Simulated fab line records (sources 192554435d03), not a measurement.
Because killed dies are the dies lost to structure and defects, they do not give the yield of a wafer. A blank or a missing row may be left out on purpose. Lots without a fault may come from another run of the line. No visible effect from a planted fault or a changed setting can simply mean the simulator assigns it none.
Which of the tools did it?    flow n5Finfet    11 lots with 31 wafers sampled at 2 steps, on a route of 1938 steps

WHAT THE GAUGES SHOWED, per wafer
N5_PASSIVATION_CD_MEAS_10: target cd 3000 nm.
lot   measured      on        cdNm (nm)
L778  day 12 14:37  cdSem-03  2998.4 2996.9 2996.0
L777  day 12 17:35  cdSem-02  2996.9 2997.3 2997.0
L779  day 12 10:32  cdSem-03  2999.6 3001.1 3004.5
L780  day 12 19:18  cdSem-01  3000.1 3000.0 2999.5
L783  day 13 17:50  cdSem-02  2994.8 2997.2 2998.2
L785  day 13 18:55  cdSem-03  2997.5 2997.7 2997.7
L786  day 14 08:29  cdSem-02  2997.8 2997.3 2998.2
L792  day 16 02:13  cdSem-01  3004.2 3000.2 3002.2
L795  day 16 20:31  cdSem-03  3002.7 3006.2
L796  day 17 07:38  cdSem-01  2997.8 3000.9
L799  day 17 22:24  cdSem-03  3000.5 2999.3 3004.4

EACH LOT AND THE TOOL THAT RAN IT (in order: tool; ch and the chambers of the sampled wafers; start)
lot   N5_BEOL_M7_HM_STRIP_39
L778  wetBench-06 ch 0,3,5, day 9 05:08
L777  wetBench-06 ch 0,1,4, day 9 06:03
L779  wetBench-01 ch 2,3,6, day 9 10:22
L780  wetBench-05 ch 2,3,5, day 10 05:29
L783  wetBench-01 ch 0,4,6, day 10 18:33
L785  wetBench-05 ch 2,3,7, day 11 01:34
L786  wetBench-05 ch 1,4,5, day 11 07:51
L792  wetBench-06 ch 2,3,4, day 13 01:10
L795  wetBench-06 ch 4,5, day 13 22:40
L796  wetBench-01 ch 1,7, day 14 09:47
L799  wetBench-06 ch 0,1,3, day 15 01:22
- N5_BEOL_M7_HM_STRIP_39: strips TiN in peroxide tin strip, target depth 25 nm, time 158 s.

THE ANSWER, worked out from the rows above alone
Rule: the usual values come from the lots themselves. The widest of any qualifying gaps counts: lots, ordered by their means at a reading, are off when they make up no more than a third of the lots, leave a main group of 4 or more, and stand apart from it by 3 or more times the standard deviation of that group's means. If all means in a main group match to the digits the tables above print for the reading, that group is not used. A lot without any number at a reading at which 4 lots or more have one is off too. All remaining lots with rows at the step are treated as sound.
Across all readings shown, no lot is off: no conclusion can be drawn from this.

WHAT THE SIMULATOR HAD PUT IN
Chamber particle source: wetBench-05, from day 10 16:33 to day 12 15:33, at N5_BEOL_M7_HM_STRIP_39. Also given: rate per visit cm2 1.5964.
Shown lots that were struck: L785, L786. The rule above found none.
